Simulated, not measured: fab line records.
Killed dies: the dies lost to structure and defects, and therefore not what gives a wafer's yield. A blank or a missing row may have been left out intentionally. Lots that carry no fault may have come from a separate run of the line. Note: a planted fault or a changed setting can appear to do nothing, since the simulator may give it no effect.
Matching of chambers || flow nandHarc || pecvd-03 running NHARC_A_STAIRCASE_DEP_417: 3 sister chambers
The step deposits Si3N4, target thk 60 nm. 20 wafers are shown with their chamber, then 10 later ones without.

## WAFERS WITH THEIR CHAMBER
{"wafer": "L074.4", "chamber": 1, "showerheadVppV (V)": 1302, "heaterPowerW (W)": 602}
{"wafer": "L074.5", "chamber": 2, "showerheadVppV (V)": 1356, "heaterPowerW (W)": 703}
{"wafer": "L074.6", "chamber": 0, "showerheadVppV (V)": 1442, "heaterPowerW (W)": 603}
{"wafer": "L078.2", "chamber": 0, "showerheadVppV (V)": 1438, "heaterPowerW (W)": 533}
{"wafer": "L078.3", "chamber": 2, "showerheadVppV (V)": 1318, "heaterPowerW (W)": 704}
{"wafer": "L078.4", "chamber": 1, "showerheadVppV (V)": 1302, "heaterPowerW (W)": 696}
{"wafer": "L080.2", "chamber": 0, "showerheadVppV (V)": 1435, "heaterPowerW (W)": 591}
{"wafer": "L080.5", "chamber": 1, "showerheadVppV (V)": 1297, "heaterPowerW (W)": 642}
{"wafer": "L080.6", "chamber": 0, "showerheadVppV (V)": 1434, "heaterPowerW (W)": 596}
{"wafer": "L081.1", "chamber": 2, "showerheadVppV (V)": 1337, "heaterPowerW (W)": 694}
{"wafer": "L081.5", "chamber": 1, "showerheadVppV (V)": 1295, "heaterPowerW (W)": 729}
{"wafer": "L081.6", "chamber": 0, "showerheadVppV (V)": 1440, "heaterPowerW (W)": 495}
{"wafer": "L083.2", "chamber": 2, "showerheadVppV (V)": 1336, "heaterPowerW (W)": 585}
{"wafer": "L083.3", "chamber": 0, "showerheadVppV (V)": 1437, "heaterPowerW (W)": 610}
{"wafer": "L083.4", "chamber": 0, "showerheadVppV (V)": 1444, "heaterPowerW (W)": 585}
{"wafer": "L086.1", "chamber": 1, "showerheadVppV (V)": 1304, "heaterPowerW (W)": 662}
{"wafer": "L086.5", "chamber": 1, "showerheadVppV (V)": 1305, "heaterPowerW (W)": 678}
{"wafer": "L086.6", "chamber": 2, "showerheadVppV (V)": 1353, "heaterPowerW (W)": 721}
{"wafer": "L087.1", "chamber": 2, "showerheadVppV (V)": 1326, "heaterPowerW (W)": 683}
{"wafer": "L087.3", "chamber": 1, "showerheadVppV (V)": 1303, "heaterPowerW (W)": 670}

SIGNATURES (averages over the wafers above)
{"reading": "showerheadVppV", "chamber 0": 1438.57, "chamber 1": 1301.14, "chamber 2": 1337.67, "scatter within a chamber": 8.61}
{"reading": "heaterPowerW", "chamber 0": 573.29, "chamber 1": 668.43, "chamber 2": 681.67, "scatter within a chamber": 43.8}
Rule: for a wafer and a chamber, the distance is found by dividing, reading by reading, the gap between the wafer's reading and the chamber's mean by the reading's scatter, squaring, summing and taking the root. The wafer belongs to the nearest chamber; if the next one is less than 2 further off, it can't be placed. The scatter: the root of (the sum of the squares of (reading less its chamber's mean) over the shown wafers, divided by (wafers less chambers)).

## WAFERS WHOSE CHAMBER IS MISSING
{"wafer": "L087.5", "showerheadVppV (V)": 1299, "heaterPowerW (W)": 690}
{"wafer": "L094.1", "showerheadVppV (V)": 1352, "heaterPowerW (W)": 618}
{"wafer": "L094.4", "showerheadVppV (V)": 1308, "heaterPowerW (W)": 722}
{"wafer": "L094.5", "showerheadVppV (V)": 1338, "heaterPowerW (W)": 626}
{"wafer": "L095.1", "showerheadVppV (V)": 1441, "heaterPowerW (W)": 534}
{"wafer": "L095.3", "showerheadVppV (V)": 1329, "heaterPowerW (W)": 677}
{"wafer": "L095.4", "showerheadVppV (V)": 1294, "heaterPowerW (W)": 675}
{"wafer": "L096.1", "showerheadVppV (V)": 1358, "heaterPowerW (W)": 666}
{"wafer": "L096.3", "showerheadVppV (V)": 1453, "heaterPowerW (W)": 559}
{"wafer": "L096.6", "showerheadVppV (V)": 1280, "heaterPowerW (W)": 646}

## EACH ONE'S CHAMBER
{"wafer": "L087.5", "from the rows above": 1, "in truth": 1}
{"wafer": "L094.1", "from the rows above": 2, "in truth": 2}
{"wafer": "L094.4", "from the rows above": 1, "in truth": 1}
{"wafer": "L094.5", "from the rows above": 2, "in truth": 2}
{"wafer": "L095.1", "from the rows above": 0, "in truth": 0}
{"wafer": "L095.3", "from the rows above": 2, "in truth": 2}
{"wafer": "L095.4", "from the rows above": 1, "in truth": 1}
{"wafer": "L096.1", "from the rows above": 2, "in truth": 2}
{"wafer": "L096.3", "from the rows above": 0, "in truth": 0}
{"wafer": "L096.6", "from the rows above": 1, "in truth": 1}
Correct placement for 10 of the 10. Number that these rows cannot place: 0. Number placed wrongly: 0.
